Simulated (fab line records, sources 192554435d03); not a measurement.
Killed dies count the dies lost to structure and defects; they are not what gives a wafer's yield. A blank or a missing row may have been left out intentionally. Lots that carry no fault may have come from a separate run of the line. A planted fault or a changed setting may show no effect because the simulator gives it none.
Split-lot experiment | flow n5 finfet | 21 wafers read from 7 lots, route of 1938 steps

== THE SPLIT ITSELF ==
At N5_SDB_EXPOSE_08 (exposes mask SDB), the setting dose mj was moved away from the recipe's 49.6 on 5 of the 21 wafers read, by +2.6% to +6.7%. For the rest of the wafers, this setting stayed at what the recipe calls for.

== FROM THE SPLIT TO THE READING: what the file shows between them, 2 steps ==
- N5_SDB_PEB_09: peb time 60 s
- N5_SDB_DEVELOP_10: develop time 30 s

== THE READING ==
cd nm at N5_SDB_CD_MEAS_11, given in nm (cd target 50 nm). Typical for fault-free wafers on this fab line: 49.4 nm, with standard deviation 0.93 nm.

wafer  | tool, chamber at the split | dose mj as run | against the recipe | cd nm, nm | against lot-mates on the recipe
L078.4 | arfi scanner-01, 0         | 49.6           | recipe             | 47.4      | -
L078.5 | arfi scanner-01, 0         | 52.91          | +6.7%              | 55.8      | +8.1
L078.6 | arfi scanner-01, 0         | 49.6           | recipe             | 47.9      | -
L080.3 | arfi scanner-01, 0         | 49.6           | recipe             | 48.2      | -
L080.4 | arfi scanner-01, 0         | 49.6           | recipe             | 48.8      | -
L080.5 | arfi scanner-01, 0         | 49.6           | recipe             | 48.8      | -
L081.1 | arfi scanner-01, 0         | 50.88          | +2.6%              | 52.8      | +2.1
L081.2 | arfi scanner-01, 0         | 49.6           | recipe             | 50.7      | -
L081.5 | arfi scanner-01, 0         | 50.88          | +2.6%              | 52.9      | +2.2
L084.1 | arfi scanner-02, 0         | 49.6           | recipe             | 49.2      | -
L084.4 | arfi scanner-02, 0         | 49.6           | recipe             | 49.1      | -
L084.5 | arfi scanner-02, 0         | 49.6           | recipe             | 49.3      | -
L093.1 | arfi scanner-03, 0         | 49.6           | recipe             | 50.5      | -
L093.3 | arfi scanner-03, 0         | 51.57          | +4.0%              | 54.6      | +4.1
L093.6 | arfi scanner-03, 0         | 51.57          | +4.0%              | 54.3      | +3.8
L096.3 | arfi scanner-01, 0         | 49.6           | recipe             | 49.9      | -
L096.4 | arfi scanner-01, 0         | 49.6           | recipe             | 48.7      | -
L096.5 | arfi scanner-01, 0         | 49.6           | recipe             | 49.2      | -
L097.1 | arfi scanner-01, 0         | 49.6           | recipe             | 50.5      | -
L097.3 | arfi scanner-01, 0         | 49.6           | recipe             | 50.9      | -
L097.6 | arfi scanner-01, 0         | 49.6           | recipe             | 50.8      | -

FIT RESULTS
A straight line over all 21 wafers: cd nm changes by +1.12 nm for each +1% of dose mj; r = +0.90; the points scatter about the line by 1 nm.
The same after taking each lot's own level away (the mean of its wafers on the recipe; 21 wafers): +1.1 nm for each +1%; r = +0.98; scatter 0.4 nm.
On that fit, the largest move of dose mj shifts the reading by 7.3 nm.
Across the lots, their own levels run from 47.65 to 50.73 nm, a range of 3.3 times the standard deviation given above.
Consequently the slope shifts little with the lot-to-lot level, the two slopes agreeing.
Check: with one of the wafers moved furthest among these (+6.7%) left out of the fit, the line predicts +6.33 nm for it against its lot-mates. Against them it came out at +8.15 nm.

== THE WHOLE CHAIN: every reading that the file lists as answering this split, in the file's order ==
step              | what it does                                         | reading                                                           | change (the file's fit)              | r (the file's)
N5_SDB_CD_MEAS_11 | target cd 50 nm                                      | cd nm                                                             | +1.13 nm for each +1% of the setting | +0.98
N5_SDB_ETCH_17    | etches SiARC in CF4, target depth 23.4 nm, time 39 s | SDB.cd offset nm (the simulator's own value, which no gauge read) | +1.13 nm for each +1% of the setting | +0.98

== FILE'S OWN FIT ==
cd nm changes by +1.13 nm for each +1% of dose mj, r = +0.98.
